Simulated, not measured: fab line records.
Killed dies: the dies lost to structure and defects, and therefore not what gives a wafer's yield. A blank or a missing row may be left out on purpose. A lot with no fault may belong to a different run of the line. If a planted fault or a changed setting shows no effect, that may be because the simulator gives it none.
fab line records	flow n5-finfet
record: lots: 10	wafers: 28	last-day: 18
route steps=1938 shown DUMMY_GATE@257 SD_EPI_N@270 BEOL_M4@1111
lots with no fault: from the same line, run without faults
start-h: the number of hours between the record's first day and the start of the first shown wafer of the lot	wait-h: hours elapsed since this lot's preceding step	" identical to the entry in the row above	L1.1+2: several wafers, shown together as one row	- either no value or no given start	* or withheld: withheld	< > ~ a bound
route shown NAME@n: a module of which the file shows steps, and the number in the route of the first	usual: mean/standard deviation taken from wafers without a fault	same: alike in all rows	chamber/n: place in a boat	sites: readings site by site	_std_site: the standard deviation of these	_edge_site: outer sites' mean less inner sites'	radius-mm: how far each site lies from the wafer's centre	mask NAME#n: copy n	behind: the most recent tool/chamber to have shaped the wafer	hold: why the lot went on hold/how many hours it stayed there/how the hold came to an end	device: transistor that didn't switch, given as n, p or np	end of line: tests of these same wafers at the route's end	where a step has no rows: the recipe by itself	killed: at the first sort, the dies lost to defects and structure; wafer yield is something else	map: a wafer's dies, x killed, . not, _ none there
set.NAME: the setting as run; set.NAME@STEP: as run at that earlier step	model.NAME: the simulator's own value behind a step, which no gauge read
a sample of lots followed through the steps of the route, with each step as a table and each wafer as a row
services: from which hour (start-h, from the record's first day; less than 0 if before it) a tool's chamber was out of use, for how many hours, and why
== steps ==
step: N5_DUMMY_GATE_INSPECT_27
recipe: inspect-instrument: brightfield	mode: aei
usual: raw-defect-count: 293/64
lot.wafer	tool	chamber	start-h	wait-h	raw-defect-count
L949.3	defect-inspect-02	-	57.27	0.0	417
L949.4	"	-	"	"	392
L949.6	"	-	"	"	271
L951.2	defect-inspect-02	-	64.82	0.0	243
L951.3	"	-	"	"	243
L951.5	"	-	"	"	252
L953.1	defect-inspect-02	-	80.89	0.0	287
L953.2	"	-	"	"	287
L953.5	"	-	"	"	165
L955.2	defect-inspect-02	-	90.76	0.0	212
L955.5	"	-	"	"	358
L955.6	"	-	"	"	269
L956.1	defect-inspect-02	-	98.21	0.0	227
L956.2	"	-	"	"	305
L956.3	"	-	"	"	316
L957.4	defect-inspect-02	-	105.87	0.0	322
L957.5	"	-	"	"	278
L957.6	"	-	"	"	306
L966.1	defect-inspect-01	-	156.65	0.0	321
L966.4	"	-	"	"	262
L967.2	defect-inspect-02	-	163.31	0.0	468
L967.6	"	-	"	"	330
L969.1	defect-inspect-01	-	173.25	0.0	305
L969.3	"	-	"	"	341
L969.5	"	-	"	"	324
L971.1	defect-inspect-01	-	185.05	0.0	263
L971.2	"	-	"	"	286
L971.4	"	-	"	"	243
step: N5_SD_EPI_N_CD_MEAS_09
recipe: target-cd-nm: 120	landing-energy-ev: 500	detector: se-inlens
usual: cd-nm: 120.2/1
lot.wafer	tool	chamber	start-h	wait-h	cd-nm
L949.3	cd-sem-02	0	58.30	-	119.7
L949.4	"	0	"	"	119.3
L949.6	"	0	"	"	119.0
L951.2	cd-sem-03	0	65.83	-	121.3
L951.3	"	0	"	"	121.0
L951.5	"	0	"	"	121.7
L953.1	cd-sem-02	0	81.90	-	119.9
L953.2	"	0	"	"	120.4
L953.5	"	0	"	"	121.5
L955.2	cd-sem-01	0	91.93	-	121.5
L955.5	"	0	"	"	120.1
L955.6	"	0	"	"	121.8
L956.1	cd-sem-02	0	99.22	-	120.3
L956.2	"	0	"	"	121.6
L956.3	"	0	"	"	120.7
L957.4	cd-sem-01	0	106.75	-	119.9
L957.5	"	0	"	"	121.1
L957.6	"	0	"	"	120.8
L966.1	cd-sem-03	0	157.53	-	120.5
L966.4	"	0	"	"	119.6
L967.2	cd-sem-03	0	164.35	-	119.9
L967.6	"	0	"	"	120.8
L969.1	cd-sem-03	0	175.65	-	118.9
L969.3	"	0	"	"	118.8
L969.5	"	0	"	"	119.4
L971.1	cd-sem-02	0	185.93	-	120.8
L971.2	"	0	"	"	121.4
L971.4	"	0	"	"	121.9
step: N5_SD_EPI_N_ETCH_35
recipe: chemistry: N2/H2	target: SOC	overetch-a: 1080	mask-material: SiARC	temp-c: 40	ion-energy-ev: 100	source-w: 3000	bias-w: 133	pressure-mtorr: 20	time-s: 486	n2-flow-sccm: 200	h2-flow-sccm: 200
usual: drypump-motor-current-A: 5.6/0.59	oes-product-au: 0.70/0.074	rf-vpp-V: 240.8/1.3	showerhead-plenum-p-Torr: 2.55/0.077	throttle-valve-pct: 23.7/0.37
same: time-s: 486
lot.wafer	tool	chamber	start-h	wait-h	drypump-motor-current-A	oes-product-au	rf-hours-counter-h	rf-vpp-V	showerhead-plenum-p-Torr	throttle-valve-pct
L949.3	rie-diel-02	0	58.88	0.0	5.5	0.74	85	239.2	2.59	23.7
L949.4	"	1	"	"	5.3	0.69	140	239.3	2.54	23.5
L949.6	"	2	"	"	4.7	0.75	-	241.8	2.66	22.9
L951.2	rie-diel-06	2	66.19	0.0	6.4	0.61	240	238.4	2.39	23.7
L951.3	"	1	"	"	5.6	0.65	193	242.1	2.60	23.7
L951.5	"	3	"	"	5.7	0.64	-	240.8	2.48	23.3
L953.1	rie-diel-06	3	82.08	0.0	5.7	0.63	216	239.8	2.48	23.3
L953.2	"	2	"	"	6.4	0.61	247	237.1	2.39	23.7
L953.5	"	0	"	"	4.8	0.81	-	240.0	2.51	24.2
L955.2	rie-diel-02	3	92.49	0.0	6.5	0.66	173	241.0	2.54	23.7
L955.5	"	3	"	"	6.4	0.65	-	240.3	2.54	23.7
L955.6	"	2	"	"	4.7	0.74	-	242.7	2.65	22.9
L956.1	rie-diel-05	1	99.68	0.0	5.4	0.63	212	240.8	2.50	23.8
L956.2	"	0	"	"	5.5	0.74	85	238.2	2.48	23.9
L956.3	"	3	"	"	5.7	0.62	242	240.6	2.50	24.3
L957.4	rie-diel-05	0	106.92	0.0	5.5	0.73	88	240.8	2.48	23.9
L957.5	"	3	"	"	5.7	0.61	-	239.7	2.50	24.3
L957.6	"	2	"	"	6.5	0.85	-	242.7	2.71	23.8
L966.1	rie-diel-02	1	157.71	0.0	5.3	0.67	166	241.8	2.53	23.6
L966.4	"	0	"	"	5.5	0.71	121	240.3	2.57	23.8
L967.2	rie-diel-02	1	164.52	0.0	5.3	0.68	167	241.3	2.53	23.6
L967.6	"	1	"	"	5.3	0.67	-	240.9	2.53	23.6
L969.1	rie-diel-02	3	175.83	0.0	6.5	0.63	205	241.9	2.52	23.7
L969.3	"	1	"	"	5.3	0.67	170	241.3	2.53	23.6
L969.5	"	0	"	"	5.5	0.71	-	241.1	2.57	23.8
L971.1	rie-diel-05	0	186.57	0.0	5.5	0.71	115	238.9	2.47	24.0
L971.2	"	2	"	"	6.5	0.79	34	242.6	2.69	23.8
L971.4	"	3	"	"	5.7	0.82	16	240.7	2.49	24.3
step: N5_SD_EPI_N_STRIP_38
recipe: chemistry: N2/H2	power-w: 1000	temp-c: 250	h2-frac: 0.65	overash-fraction: 0.3	pressure-mtorr: withheld	n2-flow-sccm: 1750	h2-flow-sccm: 3250
usual: drypump-motor-current-A: 5.8/0.52	h2-flow-sccm: 3250/9.9	heater-power-w: 330/39	oes-product-au: 0.762/0.012	overash-fraction: 0.3/0
lot.wafer	tool	chamber	start-h	wait-h	drypump-motor-current-A	h2-flow-sccm	heater-power-w	oes-product-au	overash-fraction	rf-hours-counter-h
L949.3	plasma-asher-02	1	59.59	0.1	6.1	3253	383	0.769	0.3	-
L949.4	"	0	"	"	4.9	3246	288	0.760	0.3	-
L949.6	"	1	"	"	6.1	3249	380	0.759	0.3	-
L951.2	plasma-asher-02	0	66.88	0.1	4.9	3246	294	0.762	0.3	80
L951.3	"	1	"	"	6.0	3273	390	0.768	0.3	-
L951.5	"	1	"	"	6.1	3259	392	0.764	0.3	-
L953.1	plasma-asher-02	0	82.77	0.1	4.9	3241	291	0.782	0.3	84
L953.2	"	1	"	"	6.1	3259	399	0.748	0.3	84
L953.5	"	0	"	"	4.9	3231	297	0.771	0.3	-
L955.2	plasma-asher-02	0	93.18	0.1	-	-	-	-	-	-
L955.5	"	1	"	"	-	-	-	-	-	-
L955.6	"	0	"	"	-	-	-	-	-	-
L956.1	plasma-asher-02	1	100.37	0.1	-	-	-	-	-	-
L956.2	"	0	"	"	-	-	-	-	-	-
L956.3	"	0	"	"	-	-	-	-	-	-
L957.4	plasma-asher-02	0	107.63	0.0	-	-	-	-	-	-
L957.5	"	0	"	"	-	-	-	-	-	-
L957.6	"	1	"	"	-	-	-	-	-	-
L966.1	plasma-asher-01	1	158.40	0.1	5.8	3256	336	0.753	0.3	56
L966.4	"	0	"	"	6.3	3249	295	0.758	0.3	-
L967.2	plasma-asher-01	0	165.22	0.1	6.2	3258	315	0.767	0.3	58
L967.6	"	1	"	"	5.9	3253	340	0.760	0.3	-
L969.1	plasma-asher-02	0	176.52	0.1	4.9	3252	292	0.753	0.3	101
L969.3	"	0	"	"	4.9	3245	288	0.751	0.3	-
L969.5	"	0	"	"	4.9	3228	291	0.744	0.3	-
L971.1	plasma-asher-02	1	187.27	0.1	6.1	3254	398	0.766	0.3	103
L971.2	"	0	"	"	4.9	3253	290	0.754	0.3	103
L971.4	"	1	"	"	6.1	3229	389	0.765	0.3	-
step: N5_BEOL_M4_RC_MEAS_101
usual: DIBL_N: 37.1/2.4	DIBL_P: 37/3	IOFF_N: 0.18/0.053	IOFF_P: 0.21/0.05	ION_N: 674/14	ION_P: 459/9.2	SS_N: 72.1/0.9	SS_P: 73.4/0.89	VT_N: 250/3.8	VT_P: -251/3.7
lot.wafer	tool	chamber	start-h	wait-h	DIBL_N[mV/V]	DIBL_P[mV/V]	IOFF_N[nA/um]	IOFF_P[nA/um]	ION_N[uA/um]	ION_P[uA/um]	SS_N[mV/dec]	SS_P[mV/dec]	VT_N[mV]	VT_P[mV]
L949.3	prober-01	0	182.98	0.3	39.5	40	0.21	0.29	680	466	72.7	74.0	248	-246
L949.4	"	0	"	"	36.7	37	0.15	0.22	671	461	71.6	73.3	251	-251
L949.6	"	0	"	"	34.4	33	0.13	0.17	654	450	71.9	71.9	255	-253
L953.1	prober-02	0	205.69	0.0	40.3	37	0.26	0.19	659	447	74.5	73.1	250	-253
L953.2	"	0	"	"	35.2	35	0.13	0.16	654	445	70.6	73.0	253	-254
L953.5	"	0	"	"	36.3	36	0.14	0.17	655	441	71.5	72.5	252	-254
L951.2	prober-01	0	205.80	0.2	37.7	39	0.20	0.25	688	467	71.6	73.7	248	-248
L951.3	"	0	"	"	36.7	37	0.19	0.23	681	464	72.0	72.7	245	-248
L951.5	"	0	"	"	37.9	38	0.20	0.23	664	453	73.0	73.8	247	-248
L955.2	prober-02	0	213.79	0.2	36.1	34	0.14	0.20	674	464	72.4	72.6	252	-250
L955.5	"	0	"	"	33.4	31	0.11	0.16	656	453	71.2	71.6	256	-252
L955.6	"	0	"	"	36.5	36	0.15	0.22	677	474	72.2	73.4	253	-250
L957.4	prober-01	0	230.08	0.5	39.7	37	0.20	0.19	670	449	73.0	74.5	251	-256
L957.5	"	0	"	"	34.1	32	0.10	0.13	651	446	71.8	72.7	259	-258
L957.6	"	0	"	"	36.6	36	0.15	0.17	678	451	72.0	73.7	250	-255
L956.1	prober-01	0	232.04	0.0	33.4	31	0.11	0.15	663	456	70.8	72.4	256	-254
L956.2	"	0	"	"	39.3	38	0.22	0.24	685	465	72.2	73.3	247	-249
L956.3	"	0	"	"	36.0	34	0.14	0.18	661	443	71.0	72.4	254	-253
L966.1	prober-01	0	280.56	0.0	40.9	42	0.28	0.33	695	474	72.6	74.0	242	-243
L966.4	"	0	"	"	36.4	37	0.15	0.21	671	462	72.2	72.9	250	-249
L967.2	prober-02	0	285.46	0.2	42.6	45	0.30	0.31	698	471	73.4	75.3	245	-246
L967.6	"	0	"	"	43.0	45	0.30	0.32	693	462	73.8	75.1	244	-247
L969.1	prober-02	0	309.30	0.0	32.5	33	0.12	0.14	665	453	71.2	72.1	252	-255
L969.3	"	0	"	"	36.1	37	0.17	0.18	690	459	71.7	72.8	249	-255
L969.5	"	0	"	"	37.3	39	0.21	0.22	697	464	72.5	74.6	244	-252
L971.1	prober-01	0	312.45	0.0	34.9	35	0.13	0.16	662	456	71.0	73.0	254	-253
L971.2	"	0	"	"	37.6	38	0.16	0.19	662	448	71.7	73.5	254	-253
L971.4	"	0	"	"	37.8	39	0.19	0.22	681	460	71.8	73.7	249	-252
== services ==
tool	chamber	start-h	hours	kind
rie-diel-06	-	40.82	0.8	repair
rie-diel-05	-	47.18	1.8	repair
rie-diel-05	2	83.03	-	clean
rie-diel-05	2	83.03	-	consumable-replace:focus-ring
rie-diel-05	2	83.03	-	consumable-replace:showerhead
rie-diel-05	2	83.03	13.0	scheduled-down
rie-diel-05	2	83.03	13.0	vent-cycle
plasma-asher-02	-	84.41	1.2	repair
rie-diel-06	2	92.18	-	clean
rie-diel-06	2	92.18	-	consumable-replace:focus-ring
rie-diel-06	2	92.18	-	consumable-replace:showerhead
rie-diel-06	2	92.18	13.1	scheduled-down
rie-diel-06	2	92.18	13.1	vent-cycle
rie-diel-06	0	93.20	17.5	repair
plasma-asher-02	-	97.19	2.7	repair
rie-diel-05	2	111.68	4.3	repair
rie-diel-05	3	123.51	-	clean
rie-diel-05	3	123.51	-	consumable-replace:focus-ring
rie-diel-05	3	123.51	17.8	scheduled-down
rie-diel-05	3	123.51	17.8	vent-cycle
rie-diel-05	0	153.50	6.6	repair
rie-diel-06	3	172.77	-	clean
rie-diel-06	3	172.77	-	consumable-replace:focus-ring
rie-diel-06	3	172.77	22.0	scheduled-down
== key ==
first-sign: step: N5_SD_EPI_N_STRIP_38	reading: tool-record	direction: missing
effect none on later readings
met-at N5_SD_EPI_N_STRIP_38
struck-lots L955,L956,L957
baseline-loss: step: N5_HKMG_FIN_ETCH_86	wafers: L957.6
not-acting-at N5_DUMMY_GATE_INSPECT_27,N5_SD_EPI_N_CD_MEAS_09,N5_SD_EPI_N_ETCH_35
onset-between 82.77 93.18
fault: kind: skipped-step-whole	tool: plasma-asher-02	chamber: -	onset-h: 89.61	steps: N5_SD_EPI_N_STRIP_38	scope: struck-lots-only
baseline-loss: these wafers lose ten dies or more at that step, a loss of the line's own and not of a fault; the sort's usual values leave them out
